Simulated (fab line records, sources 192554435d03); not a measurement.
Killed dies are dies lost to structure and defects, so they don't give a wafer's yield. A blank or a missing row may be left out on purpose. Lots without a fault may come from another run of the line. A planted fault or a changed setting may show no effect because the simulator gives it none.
Chamber matching | flow n5_finfet | N5_BEOL_M3_DESCUM_16 on rie_diel-02: 4 sister chambers
The step chemistry O2, time 7 s. 14 wafers are shown with their chamber, then 7 later ones without.

WAFERS WITH THEIR CHAMBER
wafer  | chamber | throttle_valve_pct (%) | oes_product_au (a.u.) | drypump_motor_current_A (A)
L074.1 | 2       | 20.29                  | 0.71                  | 5.5
L074.4 | 3       | 20.70                  | 0.72                  | 5.7
L074.6 | 2       | 20.29                  | 0.71                  | 5.5
L075.1 | 3       | 20.69                  | 0.73                  | 5.7
L075.2 | 2       | 20.29                  | 0.72                  | 5.5
L075.6 | 2       | 20.29                  | 0.71                  | 5.5
L077.4 | 1       | 20.06                  | 0.71                  | 6.0
L077.5 | 3       | 20.71                  | 0.71                  | 5.7
L077.6 | 2       | 20.30                  | 0.70                  | 5.5
L080.2 | 0       | 20.19                  | 1.03                  | 5.5
L080.4 | 2       | 20.29                  | 0.71                  | 5.5
L080.5 | 1       | 20.07                  | 0.72                  | 6.0
L081.1 | 1       | 20.08                  | 0.71                  | 6.1
L081.2 | 0       | 20.21                  | 0.97                  | 5.4

SIGNATURES (means of the wafers above)
reading                 | chamber 0 | chamber 1 | chamber 2 | chamber 3 | scatter within a chamber
throttle_valve_pct      | 20.2000   | 20.0700   | 20.2917   | 20.7000   | 0.00827
oes_product_au          | 1.0000    | 0.7133    | 0.7100    | 0.7200    | 0.0151
drypump_motor_current_A | 5.450     | 6.033     | 5.500     | 5.700     | 0.0342
Rule: a wafer's distance from a chamber is the root of the sum, over the readings, of the square of ((its reading less the chamber's mean) divided by the reading's scatter). The wafer belongs to the nearest chamber; if the next one is less than 2 further off, it can't be placed. The scatter: the root of (the sum of the squares of (reading less its chamber's mean) over the shown wafers, divided by (wafers less chambers)).

WAFERS WITHOUT THEIR CHAMBER
wafer  | throttle_valve_pct (%) | oes_product_au (a.u.) | drypump_motor_current_A (A)
L081.6 | 20.73                  | 0.71                  | 5.7
L082.1 | 20.34                  | 0.69                  | 5.5
L082.3 | 20.73                  | 0.71                  | 5.7
L082.4 | 20.09                  | 0.71                  | 6.0
L083.2 | 20.21                  | 0.95                  | 5.4
L083.3 | 20.71                  | 0.70                  | 5.7
L083.6 | 20.23                  | 0.96                  | 5.4

WHICH CHAMBER EACH WENT THROUGH
wafer  | from the rows above | in truth
L081.6 | 3                   | 3
L082.1 | 2                   | 2
L082.3 | 3                   | 3
L082.4 | 1                   | 1
L083.2 | 0                   | 0
L083.3 | 3                   | 3
L083.6 | 0                   | 0
Placed correctly: 7 of 7. Can't be placed from these rows: 0. Placed wrongly: 0.
